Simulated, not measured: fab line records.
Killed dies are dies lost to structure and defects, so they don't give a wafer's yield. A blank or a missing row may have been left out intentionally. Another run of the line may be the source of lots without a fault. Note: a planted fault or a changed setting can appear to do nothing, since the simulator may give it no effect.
Matching of chambers -- flow n5Finfet -- N5_BEOL_M3_PRE_CLEAN_60 on cvdCo-01 has 3 sister chambers
The step time 15 s. 6 wafers are shown with their chamber, then 8 later ones without.

## WAFERS PAIRED WITH THEIR CHAMBERS
wafer,chamber,heaterPowerW (W)
L142.4,2,76
L142.5,1,58
L153.1,0,94
L153.3,1,58
L153.4,0,94
L155.1,2,75

## WAFERS MISSING THEIR CHAMBER
wafer,heaterPowerW (W)
L155.2,61
L155.3,96
L158.1,74
L158.2,59
L158.6,94
L159.2,77
L159.3,94
L159.5,60

## THE CHAMBER EACH PASSED THROUGH
wafer,from the rows above,in truth
L155.2,1,1
L155.3,0,0
L158.1,2,2
L158.2,1,1
L158.6,0,0
L159.2,2,2
L159.3,0,0
L159.5,1,1
Correctly placed: 8 of 8. Not placeable from these rows: 0. 0 placed wrongly.
How it was worked out, from the rows above alone: a wafer's distance from a chamber is the root of the sum, over the readings, of the square of ((its reading less the chamber's mean) divided by the reading's scatter). The wafer belongs to the nearest chamber; if the next one is less than 2 further off, it can't be placed. For every chamber, the mean is computed from those of its wafers that are shown. The scatter: take each reading less its chamber's mean, square it, sum over the shown wafers, divide by the number of wafers less the number of chambers, and take the root.
